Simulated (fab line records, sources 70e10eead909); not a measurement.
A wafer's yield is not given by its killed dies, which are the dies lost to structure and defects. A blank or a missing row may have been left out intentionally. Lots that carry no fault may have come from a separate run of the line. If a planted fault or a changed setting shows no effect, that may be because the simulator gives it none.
What tool caused it? :: flow nand harc :: Sampling: 24 lots, 72 wafers, 5 of 1159 route steps

== WHAT THE GAUGES SHOWED, per wafer ==
NHARC_P_BONDPAD_THK_MEAS_33: measures by ellipsometry. Usual: thk nm 199.9 nm, standard deviation 1.3.
lot: L074
measured: day 6 01:02
on: film metro-02
thk nm (nm): 201.2 200.0 200.7
flag: 

lot: L075
measured: day 6 17:59
on: film metro-01
thk nm (nm): 199.2 200.7 199.8
flag: 

lot: L076
measured: day 6 18:54
on: film metro-02
thk nm (nm): 201.7 200.4 201.3
flag: 

lot: L078
measured: day 7 10:30
on: film metro-01
thk nm (nm): 201.2 201.3 200.2
flag: 

lot: L077
measured: day 7 11:07
on: film metro-02
thk nm (nm): 200.9 200.8 199.6
flag: 

lot: L079
measured: day 7 16:41
on: film metro-02
thk nm (nm): 199.6 198.7 198.3
flag: 

lot: L081
measured: day 7 21:41
on: film metro-02
thk nm (nm): 201.1 200.9 201.9
flag: 

lot: L080
measured: day 7 22:28
on: film metro-02
thk nm (nm): 201.7 199.7 198.1
flag: 

lot: L083
measured: day 8 13:12
on: film metro-02
thk nm (nm): 199.6 200.1 200.4
flag: 

lot: L082
measured: day 8 13:44
on: film metro-01
thk nm (nm): 201.5 198.4 199.5
flag: 

lot: L085
measured: day 9 11:13
on: film metro-01
thk nm (nm): 198.9 200.2 199.5
flag: 

lot: L086
measured: day 9 20:48
on: film metro-01
thk nm (nm): 199.7 199.8 199.2
flag: 

lot: L087
measured: day 9 21:35
on: film metro-01
thk nm (nm): 200.1 198.2 199.7
flag: 

lot: L084
measured: day 10 03:17
on: film metro-02
thk nm (nm): 199.1 200.6 197.8
flag: 

lot: L089
measured: day 10 09:55
on: film metro-01
thk nm (nm): 199.0 197.9 199.3
flag: 

lot: L088
measured: day 10 10:20
on: film metro-02
thk nm (nm): 200.3 200.8 198.4
flag: 

lot: L090
measured: day 10 15:37
on: film metro-01
thk nm (nm): 197.1 200.1 198.3
flag: 

lot: L093
measured: day 10 22:35
on: film metro-02
thk nm (nm): 200.0 197.8 198.9
flag: 

lot: L094
measured: day 10 23:19
on: film metro-02
thk nm (nm): 200.4 201.8 201.3
flag: 

lot: L091
measured: day 11 00:05
on: film metro-02
thk nm (nm): 200.9 198.2 200.9
flag: 

lot: L092
measured: day 11 07:52
on: film metro-02
thk nm (nm): 196.6 197.9 201.0
flag: 

lot: L096
measured: day 11 18:05
on: film metro-01
thk nm (nm): 202.5 199.8 199.0
flag: 

lot: L095
measured: day 11 18:35
on: film metro-01
thk nm (nm): 197.1 200.4 199.8
flag: 

lot: L097
measured: day 11 22:31
on: film metro-02
thk nm (nm): 202.8 201.1 200.8
flag: 

NHARC_P_BONDPAD_OVL_MEAS_38. Usual: overlay x nm -1 nm, standard deviation 5.8; overlay y nm 0 nm, standard deviation 5.6.
lot: L074
measured: day 6 01:42
on: overlay-01
overlay x nm (nm): 2 2 1
overlay y nm (nm): 0 0 0
flag: 

lot: L075
measured: day 6 18:39
on: overlay-02
overlay x nm (nm): 3 2 3
overlay y nm (nm): -6 -6 -6
flag: 

lot: L076
measured: day 6 19:26
on: overlay-01
overlay x nm (nm): -4 -5 -5
overlay y nm (nm): 9 8 8
flag: 

lot: L078
measured: day 7 11:02
on: overlay-01
overlay x nm (nm): 3 4 4
overlay y nm (nm): 3 3 3
flag: 

lot: L077
measured: day 7 11:46
on: overlay-02
overlay x nm (nm): -3 -3 -3
overlay y nm (nm): 7 7 7
flag: 

lot: L079
measured: day 7 17:22
on: overlay-01
overlay x nm (nm): -4 -4 -4
overlay y nm (nm): -8 -8 -8
flag: 

lot: L081
measured: day 7 22:13
on: overlay-01
overlay x nm (nm): -14 -14 -14
overlay y nm (nm): 7 7 8
flag: 

lot: L080
measured: day 7 23:07
on: overlay-01
overlay x nm (nm): 2 2 1
overlay y nm (nm): 3 3 4
flag: 

lot: L083
measured: day 8 13:51
on: overlay-02
overlay x nm (nm): -6 -6 -6
overlay y nm (nm): 3 3 4
flag: 

lot: L082
measured: day 8 14:23
on: overlay-02
overlay x nm (nm): -5 -4 -5
overlay y nm (nm): 2 1 1
flag: 

lot: L085
measured: day 9 11:44
on: overlay-02
overlay x nm (nm): -3 -3 -3
overlay y nm (nm): -6 -5 -5
flag: 

lot: L086
measured: day 9 21:27
on: overlay-02
overlay x nm (nm): 4 4 5
overlay y nm (nm): -2 -2 -2
flag: 

lot: L087
measured: day 9 22:07
on: overlay-01
overlay x nm (nm): -8 -9 -8
overlay y nm (nm): 0 1 0
flag: 

lot: L084
measured: day 10 03:56
on: overlay-01
overlay x nm (nm): -10 -11 -10
overlay y nm (nm): 0 1 1
flag: 

lot: L089
measured: day 10 10:26
on: overlay-01
overlay x nm (nm): 0 0 0
overlay y nm (nm): 1 1 1
flag: 

lot: L088
measured: day 10 11:00
on: overlay-02
overlay x nm (nm): 1 1 1
overlay y nm (nm): -8 -7 -8
flag: 

lot: L090
measured: day 10 16:16
on: overlay-02
overlay x nm (nm): 0 0 0
overlay y nm (nm): -1 -1 -1
flag: 

lot: L093
measured: day 10 23:15
on: overlay-02
overlay x nm (nm): 4 4 4
overlay y nm (nm): -2 -2 -2
flag: 

lot: L094
measured: day 10 23:52
on: overlay-02
overlay x nm (nm): 9 8 8
overlay y nm (nm): -5 -4 -5
flag: 

lot: L091
measured: day 11 00:37
on: overlay-01
overlay x nm (nm): 13 12 12
overlay y nm (nm): 12 12 13
flag: 

lot: L092
measured: day 11 08:24
on: overlay-01
overlay x nm (nm): 3 3 3
overlay y nm (nm): 0 1 1
flag: 

lot: L096
measured: day 11 18:46
on: overlay-01
overlay x nm (nm): -2 -3 -2
overlay y nm (nm): -12 -12 -13
flag: 

lot: L095
measured: day 11 19:07
on: overlay-01
overlay x nm (nm): 0 0 -1
overlay y nm (nm): 4 4 4
flag: 

lot: L097
measured: day 11 23:10
on: overlay-01
overlay x nm (nm): -6 -6 -5
overlay y nm (nm): -1 -1 -2
flag: 

== WHAT TOOL EACH LOT RAN ON (gives the tool, then ch and the chambers of the sampled wafers, and finally the start) ==
lot: L074
NHARC_P_M2_ETCH_15: rie diel-06 ch 0,2, day 6 00:03 or earlier
NHARC_P_M2_DEP_33: pecvd-02 ch 0,1, day 6 00:03
NHARC_P_BONDPAD_CMP_32: cmp-01 ch 2,3, day 6 00:47

lot: L075
NHARC_P_M2_ETCH_15: rie diel-06 ch 0,1, day 6 16:55 or earlier
NHARC_P_M2_DEP_33: pecvd-02 ch 0,2, day 6 16:55
NHARC_P_BONDPAD_CMP_32: cmp-01 ch 0,3, day 6 17:44

lot: L076
NHARC_P_M2_ETCH_15: rie diel-06 ch 0,3, day 6 17:50 or earlier
NHARC_P_M2_DEP_33: pecvd-03 ch 0,1,2, day 6 17:50
NHARC_P_BONDPAD_CMP_32: cmp-02 ch 2,3, day 6 18:40

lot: L078
NHARC_P_M2_ETCH_15: rie diel-06 ch 0,1,3, day 7 09:25 or earlier
NHARC_P_M2_DEP_33: pecvd-04 ch 0,1,2, day 7 09:25
NHARC_P_BONDPAD_CMP_32: cmp-01 ch 1,2, day 7 10:15

lot: L077
NHARC_P_M2_ETCH_15: rie diel-06 ch 0,1,2, day 7 10:04 or earlier
NHARC_P_M2_DEP_33: pecvd-04 ch 0,1, day 7 10:04
NHARC_P_BONDPAD_CMP_32: cmp-01 ch 1,2, day 7 10:53

lot: L079
NHARC_P_M2_ETCH_15: rie diel-06 ch 0,1,2, day 7 15:37 or earlier
NHARC_P_M2_DEP_33: pecvd-04 ch 0,1,2, day 7 15:37
NHARC_P_BONDPAD_CMP_32: cmp-03 ch 0,1,2, day 7 16:26

lot: L081
NHARC_P_M2_ETCH_15: rie diel-06 ch 1,2, day 7 17:44
NHARC_P_M2_DEP_33: pecvd-03 ch 0,1,2, day 7 20:44
NHARC_P_BONDPAD_CMP_32: cmp-01 ch 0,1,2, day 7 21:31

lot: L080
NHARC_P_M2_ETCH_15: rie diel-06 ch 0,1, day 7 21:28 or earlier
NHARC_P_M2_DEP_33: pecvd-03 ch 0,1, day 7 21:28
NHARC_P_BONDPAD_CMP_32: cmp-02 ch 0,3, day 7 22:14

lot: L083
NHARC_P_M2_ETCH_15: rie diel-02 ch 1,2,3, day 8 12:02 or earlier
NHARC_P_M2_DEP_33: pecvd-04 ch 0,1,2, day 8 12:02
NHARC_P_BONDPAD_CMP_32: cmp-03 ch 0,1,2, day 8 12:57

lot: L082
NHARC_P_M2_ETCH_15: rie diel-11 ch 0,2, day 8 12:42 or earlier
NHARC_P_M2_DEP_33: pecvd-04 ch 1,2, day 8 12:42
NHARC_P_BONDPAD_CMP_32: cmp-03 ch 2,3, day 8 13:29

lot: L085
NHARC_P_M2_ETCH_15: rie diel-06 ch 0,2,3, day 9 10:07 or earlier
NHARC_P_M2_DEP_33: pecvd-02 ch 1,2, day 9 10:07
NHARC_P_BONDPAD_CMP_32: cmp-01 ch 0,1,3, day 9 10:59

lot: L086
NHARC_P_M2_ETCH_15: rie diel-06 ch 0,1, day 9 19:42 or earlier
NHARC_P_M2_DEP_33: pecvd-02 ch 0,1,2, day 9 19:42
NHARC_P_BONDPAD_CMP_32: cmp-01 ch 0,2, day 9 20:33

lot: L087
NHARC_P_M2_ETCH_15: rie diel-06 ch 0,1, day 9 20:34 or earlier
NHARC_P_M2_DEP_33: pecvd-02 ch 0,1, day 9 20:34
NHARC_P_BONDPAD_CMP_32: cmp-02 ch 2,3, day 9 21:20

lot: L084
NHARC_P_M2_ETCH_15: rie diel-06 ch 0,2,3, day 10 02:13 or earlier
NHARC_P_M2_DEP_33: pecvd-04 ch 0,1,2, day 10 02:13
NHARC_P_BONDPAD_CMP_32: cmp-03 ch 0,1,3, day 10 03:01

lot: L089
NHARC_P_M2_ETCH_15: rie diel-02 ch 1,3, day 10 08:50 or earlier
NHARC_P_M2_DEP_33: pecvd-04 ch 0,2, day 10 08:50
NHARC_P_BONDPAD_CMP_32: cmp-02 ch 0,1, day 10 09:40

lot: L088
NHARC_P_M2_ETCH_15: rie diel-11 ch 0,1,3, day 10 09:15 or earlier
NHARC_P_M2_DEP_33: pecvd-04 ch 0,1, day 10 09:15
NHARC_P_BONDPAD_CMP_32: cmp-03 ch 0,1,3, day 10 10:05

lot: L090
NHARC_P_M2_ETCH_15: rie diel-06 ch 1,2,3, day 10 14:32 or earlier
NHARC_P_M2_DEP_33: pecvd-03 ch 0,1,2, day 10 14:32
NHARC_P_BONDPAD_CMP_32: cmp-03 ch 1,2,3, day 10 15:22

lot: L093
NHARC_P_M2_ETCH_15: rie diel-06 ch 0,1, day 10 21:23 or earlier
NHARC_P_M2_DEP_33: pecvd-03 ch 1,2, day 10 21:23
NHARC_P_BONDPAD_CMP_32: cmp-02 ch 1,3, day 10 22:19

lot: L094
NHARC_P_M2_ETCH_15: rie diel-02 ch 0,2,3, day 10 22:19 or earlier
NHARC_P_M2_DEP_33: pecvd-04 ch 0,1,2, day 10 22:19
NHARC_P_BONDPAD_CMP_32: cmp-03 ch 0,1,2, day 10 23:04

lot: L091
NHARC_P_M2_ETCH_15: rie diel-06 ch 0,1,2, day 10 23:09 or earlier
NHARC_P_M2_DEP_33: pecvd-04 ch 0,1,2, day 10 23:09
NHARC_P_BONDPAD_CMP_32: cmp-02 ch 1,2, day 10 23:49

lot: L092
NHARC_P_M2_ETCH_15: rie diel-02 ch 0,1,3, day 11 06:47 or earlier
NHARC_P_M2_DEP_33: pecvd-03 ch 0,1,2, day 11 06:47
NHARC_P_BONDPAD_CMP_32: cmp-03 ch 0,1, day 11 07:38

lot: L096
NHARC_P_M2_ETCH_15: rie diel-02 ch 0,2,3, day 11 16:49 or earlier
NHARC_P_M2_DEP_33: pecvd-04 ch 0,1, day 11 16:49
NHARC_P_BONDPAD_CMP_32: cmp-02 ch 0,1,3, day 11 17:52

lot: L095
NHARC_P_M2_ETCH_15: rie diel-02 ch 0,2,3, day 11 17:16 or earlier
NHARC_P_M2_DEP_33: pecvd-02 ch 0,2, day 11 17:16
NHARC_P_BONDPAD_CMP_32: cmp-03 ch 0,2,3, day 11 18:20

lot: L097
NHARC_P_M2_ETCH_15: rie diel-06 ch 0,1,3, day 11 21:23 or earlier
NHARC_P_M2_DEP_33: pecvd-03 ch 0, day 11 21:23
NHARC_P_BONDPAD_CMP_32: cmp-03 ch 0,1,2, day 11 22:16
- NHARC_P_M2_ETCH_15: etches the open film in C4F8/Ar, target depth 182.5 nm, time 91.2 s.
- NHARC_P_M2_DEP_33: deposits SiCN, target thk 30 nm.
- NHARC_P_BONDPAD_CMP_32: polishes SiCN, target thk 200 nm.

== WHAT THE TOOLS THEMSELVES READ (means of the sampled wafers that have a number; where no wafer has one, the mark that the record gives instead) ==
NHARC_P_M2_ETCH_15. Usual: oes product au 0.947 a.u., standard deviation 0.019; rf vpp V 442.7 V, standard deviation 2.3.
lot: L074
tool: rie diel-06
oes product au (a.u.): 0.959
rf vpp V (V): 442.0
flag: 

lot: L075
tool: rie diel-06
oes product au (a.u.): 0.952
rf vpp V (V): 444.8
flag: 

lot: L076
tool: rie diel-06
oes product au (a.u.): 0.971
rf vpp V (V): 444.0
flag: 

lot: L078
tool: rie diel-06
oes product au (a.u.): 0.956
rf vpp V (V): 444.2
flag: 

lot: L077
tool: rie diel-06
oes product au (a.u.): 0.946
rf vpp V (V): 443.2
flag: 

lot: L079
tool: rie diel-06
oes product au (a.u.): 0.968
rf vpp V (V): 443.3
flag: 

lot: L081
tool: rie diel-06
oes product au (a.u.): 0.952
rf vpp V (V): 442.6
flag: 

lot: L080
tool: rie diel-06
oes product au (a.u.): 0.921
rf vpp V (V): 443.2
flag: 

lot: L083
tool: rie diel-02
oes product au (a.u.): 0.972
rf vpp V (V): 440.8
flag: 

lot: L082
tool: rie diel-11
oes product au (a.u.): 0.921
rf vpp V (V): 439.2
flag: 

lot: L085
tool: rie diel-06
oes product au (a.u.): 0.955
rf vpp V (V): 443.4
flag: 

lot: L086
tool: rie diel-06
oes product au (a.u.): 0.962
rf vpp V (V): 444.0
flag: 

lot: L087
tool: rie diel-06
oes product au (a.u.): 0.918
rf vpp V (V): 444.5
flag: 

lot: L084
tool: rie diel-06
oes product au (a.u.): 0.964
rf vpp V (V): 442.6
flag: 

lot: L089
tool: rie diel-02
oes product au (a.u.): 0.922
rf vpp V (V): 443.2
flag: 

lot: L088
tool: rie diel-11
oes product au (a.u.): 0.960
rf vpp V (V): 439.6
flag: 

lot: L090
tool: rie diel-06
oes product au (a.u.): 0.969
rf vpp V (V): 442.5
flag: 

lot: L093
tool: rie diel-06
oes product au (a.u.): 0.958
rf vpp V (V): 444.8
flag: 

lot: L094
tool: rie diel-02
oes product au (a.u.): 0.927
rf vpp V (V): 441.7
flag: 

lot: L091
tool: rie diel-06
oes product au (a.u.): 0.961
rf vpp V (V): 443.7
flag: 

lot: L092
tool: rie diel-02
oes product au (a.u.): 0.924
rf vpp V (V): 444.1
flag: 

lot: L096
tool: rie diel-02
oes product au (a.u.): 0.930
rf vpp V (V): 441.3
flag: 

lot: L095
tool: rie diel-02
oes product au (a.u.): 0.924
rf vpp V (V): 441.2
flag: 

lot: L097
tool: rie diel-06
oes product au (a.u.): 0.957
rf vpp V (V): 443.6
flag: 

NHARC_P_M2_DEP_33. Usual: heater power w 616 W, standard deviation 72.
lot: L074
tool: pecvd-02
heater power w (W): 688
flag: 

lot: L075
tool: pecvd-02
heater power w (W): 681
flag: 

lot: L076
tool: pecvd-03
heater power w (W): 574
flag: 

lot: L078
tool: pecvd-04
heater power w (W): 641
flag: 

lot: L077
tool: pecvd-04
heater power w (W): 622
flag: 

lot: L079
tool: pecvd-04
heater power w (W): 616
flag: 

lot: L081
tool: pecvd-03
heater power w (W): 617
flag: 

lot: L080
tool: pecvd-03
heater power w (W): 590
flag: 

lot: L083
tool: pecvd-04
heater power w (W): 556
flag: 

lot: L082
tool: pecvd-04
heater power w (W): 570
flag: 

lot: L085
tool: pecvd-02
heater power w (W): 611
flag: 

lot: L086
tool: pecvd-02
heater power w (W): 635
flag: 

lot: L087
tool: pecvd-02
heater power w (W): 617
flag: 

lot: L084
tool: pecvd-04
heater power w (W): 603
flag: 

lot: L089
tool: pecvd-04
heater power w (W): 565
flag: 

lot: L088
tool: pecvd-04
heater power w (W): 644
flag: 

lot: L090
tool: pecvd-03
heater power w (W): 608
flag: 

lot: L093
tool: pecvd-03
heater power w (W): 621
flag: 

lot: L094
tool: pecvd-04
heater power w (W): 600
flag: 

lot: L091
tool: pecvd-04
heater power w (W): 638
flag: 

lot: L092
tool: pecvd-03
heater power w (W): 569
flag: 

lot: L096
tool: pecvd-04
heater power w (W): 664
flag: 

lot: L095
tool: pecvd-02
heater power w (W): 625
flag: 

lot: L097
tool: pecvd-03
heater power w (W): 463
flag: 

NHARC_P_BONDPAD_CMP_32. Usual: motor current A 11.9 A, standard deviation 0.94.
lot: L074
tool: cmp-01
motor current A (A): 12.5
flag: 

lot: L075
tool: cmp-01
motor current A (A): 12.1
flag: 

lot: L076
tool: cmp-02
motor current A (A): 12.0
flag: 

lot: L078
tool: cmp-01
motor current A (A): 10.9
flag: 

lot: L077
tool: cmp-01
motor current A (A): 11.0
flag: 

lot: L079
tool: cmp-03
motor current A (A): 12.3
flag: 

lot: L081
tool: cmp-01
motor current A (A): 11.0
flag: 

lot: L080
tool: cmp-02
motor current A (A): 12.9
flag: 

lot: L083
tool: cmp-03
motor current A (A): 11.8
flag: 

lot: L082
tool: cmp-03
motor current A (A): 13.1
flag: 

lot: L085
tool: cmp-01
motor current A (A): 11.9
flag: 

lot: L086
tool: cmp-01
motor current A (A): 11.3
flag: 

lot: L087
tool: cmp-02
motor current A (A): 12.1
flag: 

lot: L084
tool: cmp-03
motor current A (A): 11.8
flag: 

lot: L089
tool: cmp-02
motor current A (A): 12.4
flag: 

lot: L088
tool: cmp-03
motor current A (A): 11.5
flag: 

lot: L090
tool: cmp-03
motor current A (A): 12.7
flag: 

lot: L093
tool: cmp-02
motor current A (A): 11.7
flag: 

lot: L094
tool: cmp-03
motor current A (A): 12.0
flag: 

lot: L091
tool: cmp-02
motor current A (A): 11.7
flag: 

lot: L092
tool: cmp-03
motor current A (A): 10.9
flag: 

lot: L096
tool: cmp-02
motor current A (A): 12.2
flag: 

lot: L095
tool: cmp-03
motor current A (A): 12.3
flag: 

lot: L097
tool: cmp-03
motor current A (A): 11.9
flag: 

== THE ANSWER, worked out from the rows above alone ==
Rule: take the mean of a lot's wafers that have a number; if it is more than 3 standard deviations from the usual mean, the lot is off. A lot without any number at a reading at which 4 lots or more have one is off too. Any other lot the step has rows for is counted as sound. After the gauges, taken in route order, come the tools' own readings; for these a lot's mean is taken, as printed above. The first step at which some lot is off is used, and at that step the reading that is off furthest; a lot without a number counts as furthest.
Nothing can be told from this: no lot is off at any reading shown.

== WHAT WAS PUT IN BY THE SIMULATOR ==
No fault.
